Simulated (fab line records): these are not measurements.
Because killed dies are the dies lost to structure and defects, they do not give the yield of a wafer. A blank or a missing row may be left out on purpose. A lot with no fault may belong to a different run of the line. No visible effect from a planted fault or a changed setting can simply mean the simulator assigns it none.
Comparing a struck lot with a sound one    flow nand-harc    15 steps out of a route of 1159
Sound: wafers L330.2, L330.3, L330.4. Wafers L347.1, L347.2, L347.3 were the ones struck. At the end, the cause is stated.
At each step with rows: each side's tool, then ch and its chambers, then its first start. Under that, the readings that differ: sound wafers    struck wafers    difference of the means    sigmas: that difference in standard deviations of wafers without a fault.
alike: words and numbers the same on both sides, and readings whose means are apart by under 2 such deviations; not compared: readings that were withheld, readings missing a value for some wafer, numbers with overlapping values and no deviation given by the record, and bounds like >300 which may hide the same value.
The two part at a step that has a row with sigmas, a row that says differs or no value, or rows on one side only. Numbers that don't overlap but have no deviation are shown without sigmas and don't part them. Lack of a reading on every wafer of one side parts them only where that side has two or more wafers.

first, 4 steps without rows for these wafers: NHARC_A_M0_EBR_05; NHARC_A_M0_EXPOSE_06 (exposes mask A M0, target cd 80 nm); NHARC_A_M0_PEB_07 (peb time 65 s); NHARC_A_M0_DEVELOP_08 (develop time 35 s).
NHARC_A_M0_CD_MEAS_09: the cd target is 80 nm.
  sound on cd-sem-02 ch 0, day 17 16:27; struck on cd-sem-01 ch 0, day 22 13:08
  alike: cd-nm
NHARC_A_M0_OVL_MEAS_10: pitch 160 nm.
  sound on overlay-02, day 17 16:32; struck on overlay-02, day 22 13:13
  alike: overlay-x-nm, overlay-y-nm
NHARC_A_M0_INSPECT_11:
  sound on defect-inspect-01, day 17 16:34; struck on defect-inspect-02, day 22 13:16
  alike: raw-defect-count
NHARC_A_M0_DESCUM_14: chemistry O2, time 3 s.
  sound on rie-diel-10 ch 0,1, day 17 16:39; struck on rie-diel-05 ch 0,1,3, day 22 13:19
  alike: drypump-motor-current-A, oes-product-au, rf-vpp-V, showerhead-plenum-p-Torr, throttle-valve-pct
  not compared: rf-hours-counter-h
NHARC_A_M0_ETCH_34: etches the open film in N2/H2, target depth 40 nm, overetch 12 nm, time 43.94 s.
  sound on rie-diel-10 ch 0,2, day 17 16:45; struck on rie-diel-05 ch 0,1,3, day 22 13:25
  alike: drypump-motor-current-A, oes-product-au, rf-vpp-V, showerhead-plenum-p-Torr, throttle-valve-pct
  not compared: rf-hours-counter-h
NHARC_A_M0_ETCH_15: etches the open film in C4F8/Ar, target depth 150 nm, overetch 15 nm, time 82.5 s.
  sound on rie-diel-10 ch 0,1; struck on rie-diel-05 ch 0,1,3
  alike: oes-product-au, rf-vpp-V
  not compared: rf-hours-counter-h
NHARC_A_M0_CD_MEAS_16:
  sound on cd-sem-01, day 17 17:00; struck on cd-sem-02, day 22 13:40
  alike: cd-nm
NHARC_A_M0_STRIP_18: strips in N2/H2.
  sound on rie-diel-04 ch 1,2,3, day 17 17:04; struck on rie-diel-10 ch 0,1,3, day 22 13:44
reading                 sound  struck   difference  sigmas
rf-hours-counter-h (h)  8 8 7  12 12 9  +3          
  alike: chamber-pressure-mTorr, drypump-motor-current-A, oes-product-au, rf-vpp-V, showerhead-plenum-p-Torr, throttle-valve-pct
NHARC_A_M0_STRIP_19: strips in post etch residue remover, time 600 s.
  sound on wet-bench-03 ch 1,4,6, day 17 17:20; struck on wet-bench-05 ch 1,2,3, day 22 14:01
  no value came back on the struck wafers for bath-heat-duty-pct (%), run-length-s (s); on the sound wafers bath-heat-duty-pct (%) reads 11.8 13.8 12.5
NHARC_A_M0_DEGAS_28: time 60 s.
  sound on pvd-sputter-03, day 17 17:40; struck on pvd-sputter-03, day 22 14:17
  alike: heater-power-w
NHARC_END_SORT_01:
  at this point the record logs the struck wafers (prober-02 ch 0, day 24 13:34) and has no rows for the sound ones

== WHERE THEY PART ==
Last at NHARC_END_SORT_01 as far as this record goes, first at NHARC_A_M0_STRIP_19.

WHY: what the simulator had put in
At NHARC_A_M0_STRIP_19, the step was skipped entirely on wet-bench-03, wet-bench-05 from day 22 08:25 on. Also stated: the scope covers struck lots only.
